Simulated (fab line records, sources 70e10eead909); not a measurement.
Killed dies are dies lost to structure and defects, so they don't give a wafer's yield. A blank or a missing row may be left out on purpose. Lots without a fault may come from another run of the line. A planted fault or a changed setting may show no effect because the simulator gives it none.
fab line records | flow nand_harc
record lots=5 wafers=15 last_day=24
route steps=1159 shown A_SGD_CUT@763 A_SLIT@779
lots that met no fault: from a run of the same line without faults
start_h: hours from the record's first day to the start of the lot's first wafer shown | wait_h: hours since the lot's step before | " the same as in the row above | L1.1+2: a row that stands for several wafers | - no value, or no start given | * or withheld: withheld | < > ~ a bound
route shown NAME@n: a module of which the file shows steps, and the number in the route of the first | usual: mean/standard deviation of fault-free wafers | same: alike in all rows | chamber/n: place in a boat | sites: the reading at each site | _std_site: their standard deviation | _edge_site: outer sites' mean less inner sites' | radius_mm: how far each site lies from the wafer's centre | mask NAME#n: copy n | behind: the tool/chamber that last shaped the wafer | hold: why the lot was held/for how many hours/how that ended | device: the transistor (n, p or np) that didn't switch | end of line: the same wafers' tests at the end of the route | a step without rows: its recipe alone | killed: dies lost to structure and defects at the first sort, not the wafer's yield | map: a wafer's dies, x killed, . not, _ none there
set.NAME: the setting as run; set.NAME@STEP: as run at that earlier step | model.NAME: the simulator's own value behind a step, which no gauge read
lots at some steps of the route; a table a step, a row a wafer
services: from which hour (start_h, from the record's first day; less than 0 if before it) a tool's chamber was out of use, for how many hours, and why
## steps
# step NHARC_A_SGD_CUT_ETCH_59
# recipe target_depth_a=2600 over_etch_frac=0.25 time_s=406.25 ion_energy_ev=200 n2_flow_sccm=150 h2_flow_sccm=150 ar_flow_sccm=0 rf_w=400 bias_w=150 chemistry=N2/H2
# usual drypump_motor_current_A=5.8/0.42 mfc_ar_sccm=0.007/0.01 oes_product_au=1.002/0.0074 rf_vpp_V=430.1/2.9 showerhead_plenum_p_Torr=2.03/0.1 throttle_valve_pct=14.172/0.0093
# same over_etch_frac=0.25
# columns lot.wafer tool chamber start_h wait_h drypump_motor_current_A mfc_ar_sccm oes_product_au rf_hours_counter_h rf_vpp_V showerhead_plenum_p_Torr throttle_valve_pct
L074.3 rie_diel-13 1 - - 5.7 0 0.995 2 434.3 2.13 14.162
L074.1 " 3 " " 5.2 0.002 0.986 2 428.5 1.99 14.177
L074.5 " 0 " " 6.5 0.024 0.987 - 434.6 2.19 14.182
L082.2 rie_diel-13 3 - - 5.2 0.002 0.999 10 430.2 1.99 14.183
L082.1 " 2 " " 5.6 0 1.001 10 427.2 1.91 14.166
L082.5 " 3 " " 5.2 0.002 1.003 - 428.3 1.99 14.160
L086.4 rie_diel-13 3 - - 5.1 0.002 1.016 12 427.2 1.99 14.149
L086.2 " 0 " " 6.5 0.024 1.011 9 434.2 2.18 14.182
L086.6 " 1 " " 5.7 0 1.004 - 431.1 2.13 14.172
L084.1 rie_diel-13 2 - - 5.6 0 0.994 13 426.9 1.91 14.171
L084.5 " 3 " " 5.2 0.002 1.006 - 428.3 1.99 14.165
L084.6 " 0 " " 6.6 0.024 1.002 - 433.8 2.18 14.179
L095.1 rie_diel-05 0 - - 5.8 0.009 1.003 10 428.7 1.99 14.177
L095.6 " 2 " " 6.2 0.033 1.015 - 431.4 2.06 14.175
L095.5 " 3 " " 6.4 0 1.003 - 433.5 2.11 14.163
# step NHARC_A_SGD_CUT_ETCH_15
# recipe target_depth_a=750 time_s=64.3 ch3f_flow_sccm=50 o2_flow_sccm=30 ar_flow_sccm=200 rf_w=500 bias_w=100 chemistry=CH3F/O2
# usual drypump_motor_current_A=5.9/0.41 mfc_ar_sccm=200.0/0.58 oes_product_au=0.963/0.017 rf_vpp_V=263.7/2 showerhead_plenum_p_Torr=2.45/0.12 throttle_valve_pct=20.663/0.0083
# columns lot.wafer tool chamber start_h wait_h drypump_motor_current_A mfc_ar_sccm oes_product_au rf_hours_counter_h rf_vpp_V showerhead_plenum_p_Torr throttle_valve_pct
L074.1 rie_diel-13 3 - - 5.2 200.4 0.964 2 262.9 2.40 20.663
L074.3 " 0 " " 6.5 201.3 0.980 2 267.3 2.63 20.651
L074.5 " 0 " " 6.5 201.1 0.972 - 267.9 2.63 20.659
L082.1 rie_diel-13 0 - - 6.5 200.3 0.953 7 266.0 2.62 20.656
L082.2 " 2 " " 5.6 200.2 0.952 10 260.9 2.31 20.666
L082.5 " 3 " " 5.2 200.3 0.958 - 263.3 2.40 20.640
L086.2 rie_diel-13 1 - - 5.7 198.9 0.914 10 264.4 2.56 20.672
L086.4 " 3 " " 5.2 200.6 0.935 12 262.9 2.40 20.670
L086.6 " 1 " " 5.7 199.0 0.920 - 265.6 2.56 20.663
L084.1 rie_diel-13 3 - - 5.2 200.0 0.966 13 263.5 2.40 20.676
L084.5 " 0 " " 6.5 199.8 0.969 - 266.7 2.62 20.667
L084.6 " 1 " " 5.7 200.9 0.938 - 264.8 2.56 20.658
L095.1 rie_diel-05 1 - - 5.9 200.0 0.934 9 261.4 2.29 20.651
L095.6 " 0 " " 5.8 199.4 0.923 - 262.8 2.41 20.668
L095.5 " 1 " " 5.9 200.2 0.931 - 261.7 2.29 20.664
# step NHARC_A_SGD_CUT_ETCH_16
# recipe target_depth_a=3105 time_s=155.2 c4f8_flow_sccm=withheld o2_flow_sccm=8 ar_flow_sccm=withheld rf_w=600 bias_w=800 chemistry=C4F8/O2/Ar
# usual oes_product_au=0.974/0.013 rf_vpp_V=723/4.8
# columns lot.wafer tool chamber start_h wait_h oes_product_au rf_hours_counter_h rf_vpp_V
L074.3 rie_diel-13 0 - - 0.983 2 730
L074.1 " 1 " " 0.977 2 726
L074.5 " 3 " " 0.960 - 721
L082.2 rie_diel-13 0 - - 0.970 7 730
L082.1 " 2 " " 0.973 10 716
L082.5 " 0 " " 0.970 - 731
L086.4 rie_diel-13 2 - - 0.935 12 717
L086.2 " 1 " " 0.937 10 727
L086.6 " 3 " " 0.942 - 722
L084.1 rie_diel-13 1 - - 0.962 11 728
L084.5 " 0 " " 0.974 - 730
L084.6 " 1 " " 0.967 - 726
L095.1 rie_diel-05 3 - - 0.960 9 725
L095.5 " 0 " " 0.971 - 722
L095.6 " 1 " " 0.976 - 717
# step NHARC_A_SGD_CUT_STRIP_60
# recipe c4f8_flow_sccm=withheld o2_flow_sccm=8 ar_flow_sccm=withheld bias_w=0 chemistry=C4F8/O2/Ar
# columns lot.wafer tool chamber start_h wait_h
L074.1+3+5 rie_diel-13 2,0,2 - -
L082.1+2+5 rie_diel-13 3,2,2 - -
L086.4+2+6 rie_diel-13 0,1,3 - -
L084.1+6+5 rie_diel-13 1,3,0 - -
L095.1+6+5 rie_diel-05 3,0,1 - -
# step NHARC_A_SGD_CUT_STRIP_17
# recipe o2_flow_sccm=500 ar_flow_sccm=0 bias_w=0 chemistry=O2
# usual drypump_motor_current_A=5.9/0.42 mfc_ar_sccm=0.007/0.01 oes_product_au=1.002/0.0073 rf_vpp_V=57.7/0.87 showerhead_plenum_p_Torr=3.51/0.16 throttle_valve_pct=17.037/0.0081
# columns lot.wafer tool chamber start_h wait_h drypump_motor_current_A mfc_ar_sccm oes_product_au rf_hours_counter_h rf_vpp_V showerhead_plenum_p_Torr throttle_valve_pct
L074.3 rie_diel-13 0 - - 6.5 0.024 0.993 2 57.8 3.76 17.027
L074.1 " 1 " " 5.7 0 0.987 2 57.9 3.67 17.048
L074.5 " 3 " " 5.2 0.002 0.985 - 57.6 3.45 17.042
L082.1 rie_diel-13 0 - - 6.5 0.024 0.997 7 57.0 3.76 17.039
L082.2 " 2 " " 5.7 0 1.003 10 57.2 3.33 17.036
L082.5 " 2 " " 5.6 0 0.991 - 57.7 3.33 17.039
L086.4 rie_diel-13 2 - - 5.6 0 1.008 12 57.1 3.33 17.044
L086.2 " 3 " " 5.2 0.002 1.013 12 57.5 3.45 17.037
L086.6 " 0 " " 6.5 0.024 1.003 - 58.3 3.76 17.032
L084.1 rie_diel-13 2 - - 5.6 0 1.009 13 57.3 3.33 17.039
L084.6 " 0 " " 6.5 0.024 0.992 - 57.6 3.76 17.024
L084.5 " 1 " " 5.7 0 0.996 - 59.1 3.67 17.043
L095.1 rie_diel-05 1 - - 5.9 0 1.009 10 57.8 3.29 17.034
L095.5 " 1 " " 6.0 0 1.013 - 58.0 3.29 17.045
L095.6 " 2 " " 6.2 0.033 1.016 - 59.3 3.55 17.038
# step NHARC_A_SGD_CUT_PRECLEAN_18
# recipe time_s=* temp_c=50 bath_age_min=0 chemistry=SC1
# columns lot.wafer tool chamber start_h wait_h
L074.1+3+5 wet_bench-07 4,5,6 309.04 -
L082.5+1+2 wet_bench-06 2,3,4 365.24 -
L086.6+4+2 wet_bench-07 6,1,2 385.50 -
L084.6+5+1 wet_bench-03 5,6,7 395.27 -
L095.1+5+6 wet_bench-06 0,3,5 450.81 -
# step NHARC_A_SGD_CUT_SRD_19
# columns lot.wafer tool chamber start_h wait_h
L074.1+3+5 wet_bench-07 4,5,6 - -
L082.5+1+2 wet_bench-06 2,3,4 - -
L086.6+4+2 wet_bench-07 6,1,2 - -
L084.6+5+1 wet_bench-03 5,6,7 - -
L095.1+5+6 wet_bench-06 0,3,5 - -
# step NHARC_A_SGD_CUT_DEP_20
# recipe target_thk_a=1500 temp_c=65 material=SiO2
# columns lot.wafer tool chamber start_h wait_h
L074.1+3+5 fcvd-02 0 309.19 -
L082.1+2+5 fcvd-02 1,0,0 365.37 -
L086.2+4+6 fcvd-01 1 388.67 -
L084.1+6+5 fcvd-02 1,0,1 395.42 -
L095.1+5+6 fcvd-02 0,1,0 450.98 -
# step NHARC_A_SGD_CUT_ANNEAL_27
# recipe temp_c=450 time_s=1800
# usual spike_tc_top_C=476.5/1.1 zone_power_top_pct=11.26/0.3
# columns lot.wafer tool chamber start_h wait_h spike_tc_top_C zone_power_top_pct
L074.1 furnace-02 0 314.32 5.1 476.3 11.13
L074.3 " 0 " " 473.9 11.13
L074.5 " 0 " " 476.2 10.99
L082.1 furnace-07 0 367.90 2.5 475.7 11.02
L082.2 " 0 " " 475.8 11.22
L082.5 " 0 " " 474.7 11.40
L086.2 furnace-02 0 391.61 2.9 476.6 11.37
L086.4 " 0 " " 476.6 11.14
L086.6 " 0 " " 475.8 11.23
L084.1 furnace-02 0 400.63 5.2 477.5 11.21
L084.5 " 0 " " 478.3 11.16
L084.6 " 0 " " 477.4 10.94
L095.1 furnace-02 0 453.17 2.2 476.2 11.25
L095.5 " 0 " " 477.2 11.12
L095.6 " 0 " " 476.1 11.17
# step NHARC_A_SGD_CUT_CMP_21
# recipe target_thk_nm=148.19
# usual motor_current_A=12.2/1 time_to_endpoint_s=50.4/2.2
# columns lot.wafer tool chamber start_h wait_h motor_current_A time_to_endpoint_s
L074.1 cmp-02 1 315.78 0.4 12.2 53.5
L074.3 " 3 " " 11.9 51.4
L074.5 " 2 " " 12.9 52.5
L082.2 cmp-02 3 369.34 0.4 12.2 48.7
L082.1 " 0 " " 13.1 50.0
L082.5 " 0 " " 12.9 47.1
L086.4 cmp-03 2 393.15 0.5 13.2 49.7
L086.2 " 3 " " 12.2 49.9
L086.6 " 0 " " 11.2 49.8
L084.1 cmp-03 1 402.14 0.4 10.8 50.5
L084.5 " 3 " " 12.4 50.7
L084.6 " 0 " " 11.2 50.1
L095.1 cmp-04 2 454.82 0.6 14.1 50.2
L095.5 " 3 " " 10.7 48.7
L095.6 " 0 " " 13.7 50.4
# step NHARC_A_SGD_CUT_THK_MEAS_22
# recipe thk_meas_gauge=ellipsometry
# usual thk_nm=148.4/1.4
# columns lot.wafer tool chamber start_h wait_h thk_nm
L074.1 film_metro-02 - 316.03 0.2 150.4
L074.3 " - " " 149.3
L074.5 " - " " 150.0
L082.1 film_metro-01 - 369.59 0.2 149.9
L082.2 " - " " 149.2
L082.5 " - " " 147.2
L086.2 film_metro-02 - 393.36 0.2 147.3
L086.4 " - " " 147.4
L086.6 " - " " 148.6
L084.1 film_metro-01 - 402.35 0.2 148.1
L084.5 " - " " 148.4
L084.6 " - " " 149.2
L095.1 film_metro-02 - 455.00 0.2 148.3
L095.5 " - " " 150.1
L095.6 " - " " 148.5
# step NHARC_A_SGD_CUT_SRD_23
# columns lot.wafer tool chamber start_h wait_h
L074.1+3+5 wet_bench-03 6,7,2 316.08 0.0
L082.2+5+1 wet_bench-03 3,4,6 369.63 0.0
L086.2+4+6 wet_bench-03 7,2,4 393.40 0.0
L084.1+6+5 wet_bench-06 2,3,6 402.39 0.0
L095.1+6+5 wet_bench-06 3,6,0 455.04 0.0
# step NHARC_A_SGD_CUT_ETCH_26
# recipe target_depth_a=458 chemistry=dHF material=SiO2
# columns lot.wafer tool chamber start_h wait_h
L074.1+3+5 wet_bench-03 6,7,2 316.10 0.0
L082.2+5+1 wet_bench-03 3,4,6 369.66 0.0
L086.2+4+6 wet_bench-03 7,2,4 393.42 0.0
L084.1+6+5 wet_bench-06 2,3,6 402.42 0.0
L095.1+6+5 wet_bench-06 3,6,0 455.07 0.0
# step NHARC_A_SGD_CUT_ETCHBACK_24
# recipe target_depth_a=500 over_etch_frac=0.3 time_s=92.857 ion_energy_ev=120 ch3f_flow_sccm=50 o2_flow_sccm=30 ar_flow_sccm=200 rf_w=500 bias_w=100 chemistry=CH3F/O2
# usual drypump_motor_current_A=5.9/0.37 mfc_ar_sccm=200.0/0.59 oes_product_au=0.98/0.031 rf_vpp_V=244.0/1.8 showerhead_plenum_p_Torr=2.44/0.11 throttle_valve_pct=20.664/0.0088
# same over_etch_frac=0.3
# columns lot.wafer tool chamber start_h wait_h drypump_motor_current_A mfc_ar_sccm oes_product_au rf_hours_counter_h rf_vpp_V showerhead_plenum_p_Torr throttle_valve_pct
L074.3 rie_diel-08 3 316.29 0.2 5.4 200.3 1.00 0 243.3 2.35 20.660
L074.1 " 0 " " 6.3 200.2 1.00 0 242.3 2.40 20.670
L074.5 " 1 " " 5.6 201.0 1.01 - 246.3 2.61 20.670
L082.2 rie_diel-13 0 369.83 0.2 6.5 199.9 0.93 8 245.9 2.62 20.660
L082.1 " 2 " " 5.6 200.3 0.94 10 241.1 2.31 20.659
L082.5 " 3 " " 5.2 199.8 0.94 - 242.9 2.40 20.670
L086.2 rie_diel-08 1 393.61 0.2 5.6 200.4 1.00 6 246.6 2.61 20.652
L086.6 " 1 " " 5.6 199.5 0.99 - 245.6 2.61 20.661
L086.4 " 2 " " 5.9 199.9 0.99 - 241.9 2.33 20.645
L084.1 rie_diel-05 3 402.58 0.2 6.4 200.4 0.99 4 246.2 2.54 20.669
L084.6 " 2 " " 6.2 200.7 1.01 - 243.5 2.48 20.670
L084.5 " 3 " " 6.4 200.1 1.00 - 245.3 2.54 20.664
L095.1 rie_diel-08 0 455.23 0.2 6.3 199.9 1.01 10 243.2 2.40 20.675
L095.5 " 0 " " 6.3 201.0 1.02 - 243.2 2.40 20.665
L095.6 " 1 " " 5.6 200.6 1.01 - 246.5 2.61 20.655
# step NHARC_A_SGD_CUT_STRIP_28
# recipe time_s=20 o2_flow_sccm=500 ar_flow_sccm=0 bias_w=0 chemistry=O2
# usual drypump_motor_current_A=5.9/0.37 mfc_ar_sccm=0.006/0.01 oes_product_au=1.004/0.0077 rf_vpp_V=57.7/0.93 showerhead_plenum_p_Torr=3.49/0.15 throttle_valve_pct=17.036/0.0092
# columns lot.wafer tool chamber start_h wait_h drypump_motor_current_A mfc_ar_sccm oes_product_au rf_hours_counter_h rf_vpp_V showerhead_plenum_p_Torr throttle_valve_pct
L074.1 rie_diel-08 0 - - 6.3 0 1.015 0 56.7 3.45 17.033
L074.3 " 3 " " 5.4 0.009 1.016 0 57.5 3.38 17.056
L074.5 " 1 " " 5.6 0 1.009 - 59.7 3.74 17.027
L082.1 rie_diel-13 3 - - 5.2 0.002 0.994 11 57.8 3.45 17.043
L082.2 " 1 " " 5.7 0 0.984 8 58.9 3.67 17.029
L082.5 " 2 " " 5.6 0 1.001 - 55.7 3.33 17.024
L086.2 rie_diel-08 3 393.77 0.1 5.4 0.009 1.005 7 56.2 3.37 17.024
L086.4 " 2 " " 5.9 0.002 1.001 - 57.2 3.35 17.033
L086.6 " 1 " " 5.6 0 0.988 - 57.8 3.74 17.045
L084.1 rie_diel-05 0 - - 5.8 0.009 1.008 5 58.2 3.46 17.024
L084.6 " 0 " " 5.8 0.009 1.007 - 57.3 3.46 17.040
L084.5 " 1 " " 6.0 0 1.014 - 56.6 3.29 17.046
L095.1 rie_diel-08 2 - - 5.9 0.002 0.999 10 57.6 3.35 17.046
L095.5 " 1 " " 5.6 0 0.998 - 58.3 3.74 17.026
L095.6 " 2 " " 5.9 0.002 0.993 - 58.0 3.35 17.034
# step NHARC_A_SGD_CUT_INSPECT_25
# usual raw_defect_count=328/91
# columns lot.wafer tool chamber start_h wait_h raw_defect_count
L074.1 defect_inspect-02 - 316.50 - 237
L074.3 " - " " 224
L074.5 " - " " 203
L082.1 defect_inspect-02 - 370.06 - 280
L082.2 " - " " 435
L082.5 " - " " 293
L086.2 defect_inspect-02 - 393.87 - 331
L086.4 " - " " 509
L086.6 " - " " 471
L084.1 defect_inspect-01 - 402.82 - 261
L084.5 " - " " 216
L084.6 " - " " 253
L095.1 defect_inspect-02 - 455.47 - 162
L095.5 " - " " 203
L095.6 " - " " 170
# step NHARC_A_SLIT_DEP_25
# recipe target_thk_a=2000 temp_c=400 pressure_torr=6.5 rf_w=900 teos_flow_sccm=161.4 flow_sccm=2650 target_thk_nm=200 gas=O2 material=SiO2
# usual heater_power_outer_w=321/65 heater_power_w=584/95 throttle_valve_pct=16.2/0.44
# columns lot.wafer tool chamber start_h wait_h heater_power_outer_w heater_power_w throttle_valve_pct
L074.1 pecvd-02 1 316.57 0.1 265 528 16.9
L074.3 " 2 " " 320 659 16.6
L074.5 " 2 " " 340 677 16.5
L082.1 pecvd-03 0 370.16 0.1 274 483 15.7
L082.2 " 1 " " 288 548 16.4
L082.5 " 2 " " 400 682 16.2
L086.2 pecvd-01 2 393.98 0.1 347 629 15.5
L086.4 " 1 " " 259 500 16.3
L086.6 " 0 " " 285 543 16.8
L084.1 pecvd-01 2 402.96 0.1 398 707 15.6
L084.5 " 0 " " 198 418 16.8
L084.6 " 2 " " 410 683 15.5
L095.1 pecvd-01 2 455.59 0.1 264 485 15.5
L095.6 " 2 " " 276 506 15.6
L095.5 " 1 " " 291 531 15.4
# step NHARC_A_SLIT_DEP_00
# recipe target_thk_a=32000 temp_c=400 material=aC
# usual throttle_valve_pct=34.998/0.0095
# columns lot.wafer tool chamber start_h wait_h throttle_valve_pct
L074.1 acl_dep-01 0 316.91 - 34.995
L074.3 " 0 " " 35.026
L074.5 " 0 " " 34.991
L082.1 acl_dep-01 0 372.27 - 35.003
L082.2 " 0 " " 34.995
L082.5 " 0 " " 35.011
L086.2 acl_dep-03 0 395.33 - 34.999
L086.4 " 0 " " 34.984
L086.6 " 0 " " 34.995
L084.1 acl_dep-03 0 403.22 - 34.997
L084.5 " 0 404.54 - 34.997
L084.6 " 0 " " 34.985
L095.1 acl_dep-01 0 455.93 - 34.996
L095.5 " 0 457.26 - 35.004
L095.6 " 0 " " 35.004
# step NHARC_A_SLIT_DEP_23
# recipe target_thk_a=1000 target_thk_nm=100 temp_c=400 pressure_torr=3.5 flow_sccm=200 rf_w=350 material=SiON
# usual heater_power_outer_w=465/67 heater_power_w=776/92
# columns lot.wafer tool chamber start_h wait_h heater_power_outer_w heater_power_w
L074.1 pecvd-03 1 318.86 1.6 543 867
L074.3 " 2 " " 560 898
L074.5 " 1 " " 421 717
L082.1 pecvd-01 2 374.26 1.7 508 809
L082.2 " 0 " " 356 633
L082.5 " 2 " " 491 837
L086.2 pecvd-03 1 397.07 1.4 501 855
L086.6 " 2 " " 562 917
L086.4 " 1 " " 527 883
L084.1 pecvd-03 1 405.28 1.7 508 845
L084.6 " 0 " " 340 559
L084.5 " 1 " " 505 851
L095.1 pecvd-02 0 457.97 1.7 540 881
L095.5 " 2 " " 382 711
L095.6 " 0 " " 553 887
# step NHARC_A_SLIT_DEHYDRATE_01
# recipe temp_c=150 time_s=120
# columns lot.wafer tool chamber start_h wait_h
L074.1+3+5 litho_track-06 0 319.13 0.2
L082.1+2+5 litho_track-01 0 374.53 0.2
L086.2+4+6 litho_track-06 0 397.28 0.2
L084.1+5+6 litho_track-01 0 405.49 0.2
L095.1+5+6 litho_track-06 0 458.21 0.2
# step NHARC_A_SLIT_HMDS_02
# recipe time_s=30
# columns lot.wafer tool chamber start_h wait_h
L074.1+3+5 litho_track-06 0 - -
L082.1+2+5 litho_track-01 0 - -
L086.2+4+6 litho_track-06 0 - -
L084.1+5+6 litho_track-01 0 - -
L095.1+5+6 litho_track-06 0 - -
# step NHARC_A_SLIT_COAT_03
# recipe spin_rpm=1500 resist_thk_nm=90
# usual dispense_pressure_kPa=45/4.1
# columns lot.wafer tool chamber start_h wait_h dispense_pressure_kPa
L074.1 litho_track-06 0 - - 42
L074.3 " 0 " " 42
L074.5 " 0 " " 42
L082.1 litho_track-01 0 - - 43
L082.2 " 0 " " 43
L082.5 " 0 " " 43
L086.2 litho_track-06 0 - - 42
L086.4 " 0 " " 42
L086.6 " 0 " " 42
L084.1 litho_track-01 0 - - 43
L084.5 " 0 " " 43
L084.6 " 0 " " 43
L095.1 litho_track-06 0 - - 42
L095.5 " 0 " " 42
L095.6 " 0 " " 42
# step NHARC_A_SLIT_SOFTBAKE_04
# recipe temp_c=105 time_s=55
# columns lot.wafer tool chamber start_h wait_h
L074.1+3+5 litho_track-06 0 - -
L082.1+2+5 litho_track-01 0 - -
L086.2+4+6 litho_track-06 0 - -
L084.1+5+6 litho_track-01 0 - -
L095.1+5+6 litho_track-06 0 - -
# step NHARC_A_SLIT_EBR_05
# columns lot.wafer tool chamber start_h wait_h
L074.1+3+5 litho_track-06 0 - -
L082.1+2+5 litho_track-01 0 - -
L086.2+4+6 litho_track-06 0 - -
L084.1+5+6 litho_track-01 0 - -
L095.1+5+6 litho_track-06 0 - -
# step NHARC_A_SLIT_EXPOSE_06
# recipe na=1.35 dose_mj=60.82 mask_id=SLIT
# columns lot.wafer tool chamber start_h wait_h mask
L074.1+3+5 arfi_scanner-02 0 319.40 - SLIT#0
L082.1+2+5 arfi_scanner-03 0 374.80 - SLIT#0
L086.2+4+6 arfi_scanner-02 0 397.56 - SLIT#0
L084.1+5+6 arfi_scanner-01 0 405.76 - SLIT#0
L095.1+5+6 arfi_scanner-03 0 458.48 - SLIT#0
# step NHARC_A_SLIT_PEB_07
# recipe peb_temp_c=100 peb_time_s=65
# same peb_time_s=65
# columns lot.wafer tool chamber start_h wait_h
L074.1+3+5 litho_track-06 0 319.46 0.1
L082.1+2+5 litho_track-01 0 374.86 0.1
L086.2+4+6 litho_track-01 0 397.61 0.1
L084.1+5+6 litho_track-04 0 405.82 0.1
L095.1+5+6 litho_track-06 0 458.54 0.1
# step NHARC_A_SLIT_DEVELOP_08
# recipe develop_time_s=35 dev_temp_c=23
# columns lot.wafer tool chamber start_h wait_h
L074.1+3+5 litho_track-06 0 - -
L082.1+2+5 litho_track-01 0 - -
L086.2+4+6 litho_track-01 0 - -
L084.1+5+6 litho_track-04 0 - -
L095.1+5+6 litho_track-06 0 - -
# step NHARC_A_SLIT_CD_MEAS_09
# recipe target_cd_nm=300 landing_energy_ev=500
# usual cd_nm=300.0/0.4
# same landing_energy_ev=500
# columns lot.wafer tool chamber start_h wait_h cd_nm
L074.1 cd_sem-02 0 319.54 - 300.2
L074.3 " 0 " " 299.8
L074.5 " 0 " " 299.9
L082.1 cd_sem-02 0 374.94 - 300.5
L082.2 " 0 " " 300.5
L082.5 " 0 " " 300.0
L086.2 cd_sem-03 0 397.69 - 299.6
L086.4 " 0 " " 300.1
L086.6 " 0 " " 300.0
L084.1 cd_sem-02 0 405.90 - 300.6
L084.5 " 0 " " 300.2
L084.6 " 0 " " 300.8
L095.1 cd_sem-02 0 458.61 - 299.9
L095.5 " 0 " " 299.8
L095.6 " 0 " " 300.5
# step NHARC_A_SLIT_OVL_MEAS_10
# usual overlay_x_nm=-0.1/0.81 overlay_y_nm=-0.2/0.86
# columns lot.wafer tool chamber start_h wait_h overlay_x_nm overlay_y_nm
L074.1 overlay-01 - 319.63 - -1.3 -1.0
L074.3 " - " " -0.5 -1.8
L074.5 " - " " -1.3 -1.5
L082.1 overlay-01 - 375.03 - -0.9 -0.7
L082.2 " - " " -1.1 -0.6
L082.5 " - " " -0.4 -1.0
L086.2 overlay-02 - 397.79 - -0.2 -1.4
L086.4 " - " " 0.3 -1.8
L086.6 " - " " 0.1 -1.4
L084.1 overlay-02 - 406.00 - -1.9 1.7
L084.5 " - " " -1.7 1.5
L084.6 " - " " -1.5 1.6
L095.1 overlay-02 - 458.70 - -0.1 -1.3
L095.5 " - " " 0.3 -1.4
L095.6 " - " " 0.4 -1.4
# step NHARC_A_SLIT_INSPECT_11
# usual raw_defect_count=21/9.7
# columns lot.wafer tool chamber start_h wait_h raw_defect_count
L074.1 defect_inspect-01 - 319.67 0.0 21
L074.3 " - " " 5
L074.5 " - " " 5
L082.1 defect_inspect-01 - 375.07 0.0 25
L082.2 " - " " 31
L082.5 " - " " 23
L086.2 defect_inspect-02 - 397.83 0.0 10
L086.4 " - " " 10
L086.6 " - " " 17
L084.1 defect_inspect-01 - 406.03 0.0 13
L084.5 " - " " 22
L084.6 " - " " 13
L095.1 defect_inspect-01 - 458.74 0.0 23
L095.5 " - " " 19
L095.6 " - " " 17
# step NHARC_A_SLIT_DESCUM_14
# recipe time_s=3 o2_flow_sccm=200 ar_flow_sccm=0 bias_power_w=0 chemistry=O2
# usual drypump_motor_current_A=5.9/0.39 mfc_ar_sccm=0.005/0.007 oes_product_au=0.998/0.0085 rf_vpp_V=57.7/0.89 showerhead_plenum_p_Torr=1.87/0.046 throttle_valve_pct=11.312/0.0093
# columns lot.wafer tool chamber start_h wait_h drypump_motor_current_A mfc_ar_sccm oes_product_au rf_hours_counter_h rf_vpp_V showerhead_plenum_p_Torr throttle_valve_pct
L074.1 rie_diel-09 2 319.73 0.1 6.2 0.010 1.007 5 58.6 1.89 11.308
L074.3 " 0 " " 6.0 0 1.006 5 56.4 1.84 11.319
L074.5 " 3 " " 6.2 0.018 0.985 - 57.8 1.98 11.325
L082.1 rie_diel-10 3 375.13 0.1 6.1 0 0.995 1 55.8 1.79 11.323
L082.2 " 2 " " 6.0 0.001 1.011 1 56.8 1.88 11.305
L082.5 " 0 " " 5.4 0.000 1.006 - 59.2 1.84 11.314
L086.4 rie_diel-10 2 397.89 0.1 6.0 0.001 1.011 2 57.4 1.88 11.323
L086.2 " 0 " " 5.4 0.000 0.998 2 57.2 1.84 11.322
L086.6 " 3 " " 6.1 0 0.994 - 56.6 1.79 11.314
L084.1 rie_diel-10 2 406.12 0.1 6.0 0.001 1.015 3 58.5 1.88 11.299
L084.5 " 3 " " 6.1 0 1.004 - 56.9 1.79 11.321
L084.6 " 0 " " 5.4 0.000 1.006 - 59.0 1.84 11.306
L095.1 rie_diel-10 1 458.82 0.1 5.5 0 0.994 7 57.6 1.87 11.296
L095.5 " 3 " " 6.1 0 0.993 - 57.5 1.79 11.311
L095.6 " 0 " " 5.4 0.000 1.005 - 58.8 1.84 11.299
# step NHARC_A_SLIT_ETCH_24
# recipe target_depth_a=1210 time_s=60.5 cf4_flow_sccm=100 chf3_flow_sccm=30 ar_flow_sccm=0 rf_w=500 bias_w=200 chemistry=CF4/CHF3
# usual drypump_motor_current_A=5.9/0.37 mfc_ar_sccm=0.004/0.0067 oes_product_au=0.958/0.018 rf_vpp_V=369.5/1.5 showerhead_plenum_p_Torr=1.54/0.035 throttle_valve_pct=16.802/0.0093
# columns lot.wafer tool chamber start_h wait_h drypump_motor_current_A mfc_ar_sccm oes_product_au rf_hours_counter_h rf_vpp_V showerhead_plenum_p_Torr throttle_valve_pct
L074.3 rie_diel-09 3 319.82 0.1 6.2 0.018 0.951 5 371.8 1.62 16.799
L074.1 " 1 " " 6.1 0 0.963 5 367.6 1.52 16.806
L074.5 " 2 " " 6.3 0.010 0.948 - 370.6 1.55 16.806
L082.2 rie_diel-10 3 375.21 0.1 6.1 0 0.952 1 368.5 1.48 16.804
L082.1 " 2 " " 6.0 0.001 0.987 1 371.0 1.54 16.798
L082.5 " 0 " " 5.4 0.000 0.960 - 368.4 1.52 16.796
L086.2 rie_diel-10 3 397.98 0.1 6.1 0 0.963 2 368.1 1.48 16.795
L086.4 " 1 " " 5.5 0 0.983 2 368.3 1.54 16.786
L086.6 " 3 " " 6.1 0 0.960 - 366.9 1.48 16.796
L084.1 rie_diel-10 0 406.18 0.1 5.4 0.000 0.954 3 369.4 1.52 16.801
L084.5 " 0 " " 5.4 0.000 0.959 - 367.7 1.52 16.819
L084.6 " 1 " " 5.5 0 0.977 - 370.1 1.54 16.803
L095.1 rie_diel-10 2 458.89 0.1 6.0 0.001 0.979 7 368.4 1.54 16.796
L095.6 " 2 " " 6.0 0.001 0.975 - 369.4 1.54 16.815
L095.5 " 3 " " 6.1 0 0.962 - 368.1 1.48 16.789
## services
# columns tool chamber start_h hours kind
rie_diel-13 - 288.06 1.6 repair
litho_track-06 - 292.00 7.0 pm
pecvd-03 - 292.36 13.0 pm
rie_diel-08 - 302.00 9.0 pm
rie_diel-13 0 321.48 4.0 repair
wet_bench-03 - 322.40 8.0 pm
wet_bench-06 - 322.85 8.0 pm
rie_diel-05 - 340.60 9.0 pm
rie_diel-13 0 349.35 7.8 repair
rie_diel-10 - 353.71 9.0 pm
rie_diel-13 1 355.52 13.5 repair
rie_diel-05 1 355.57 6.6 repair
rie_diel-05 3 364.36 1.8 repair
rie_diel-08 - 369.52 0.6 repair
rie_diel-05 2 373.51 1.6 repair
rie_diel-05 3 383.23 4.3 repair
rie_diel-10 1 385.89 5.1 repair
rie_diel-08 0 388.73 6.3 repair
rie_diel-10 - 402.67 1.7 repair
rie_diel-05 - 406.41 1.4 repair
rie_diel-13 2 412.41 3.2 repair
rie_diel-13 0 434.27 10.9 repair
litho_track-01 - 443.00 7.0 pm
rie_diel-13 - 453.03 9.0 pm
## key
fault none
